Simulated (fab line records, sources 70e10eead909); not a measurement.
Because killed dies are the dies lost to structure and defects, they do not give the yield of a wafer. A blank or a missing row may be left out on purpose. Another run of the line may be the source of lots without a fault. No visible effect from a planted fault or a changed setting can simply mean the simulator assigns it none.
What tool caused it? ; flow nand_harc ; 12 lots, 36 wafers sampled, at 1 step of a route of 1302

== WHAT EACH GAUGE READ, for each wafer ==
NHARC_P_M0_OVL_MEAS_10: pitch 180 nm.
lot;measured;on;overlay_x_nm (nm)
L075;day 6 09:12;overlay-01;-1.5 -0.8 -1.3
L077;day 7 07:58;overlay-01;-0.4 0.1 -0.2
L079;day 8 00:53;overlay-02;0.8 0.6 0.8
L081;day 9 04:25;overlay-02;0.7 0.6 0.4
L083;day 10 04:05;overlay-02;0.0 0.2 -0.3
L085;day 10 11:53;overlay-01;-1.2 -0.8 -0.9
L087;day 11 10:43;overlay-01;-0.7 -0.6 -0.8
L088;day 12 07:47;overlay-01;0.5 0.4 0.1
L091;day 13 03:30;overlay-01;0.4 0.5 0.2
L093;day 13 22:57;overlay-01;0.5 0.5 0.8
L095;day 14 18:17;overlay-01;1.2 1.5 1.0
L097;day 15 17:10;overlay-01;-0.2 0.0 0.2

== WHAT TOOL EACH LOT RAN ON (gives the tool, then ch and the chambers of the sampled wafers, and finally the start) ==
There is no process step in the record ahead of these readings.

== THE ANSWER, worked out from the rows above alone ==
Rule: the lots themselves supply what counts as usual. Put in order of their means at a reading, lots are off if they are a third of the lots or fewer, leave a main group of 4 or more, and stand apart from it by a gap of 3 or more times the standard deviation of the main group's means; of several such gaps the widest counts. The tables above print the reading to a certain number of digits; a main group whose means all agree to those digits is not used. A lot without any number at a reading at which 4 lots or more have one is off too. The other lots that the step has rows for count as sound.
None of the lots is off at any reading shown; this tells nothing.

== WHAT THE SIMULATOR PUT IN ==
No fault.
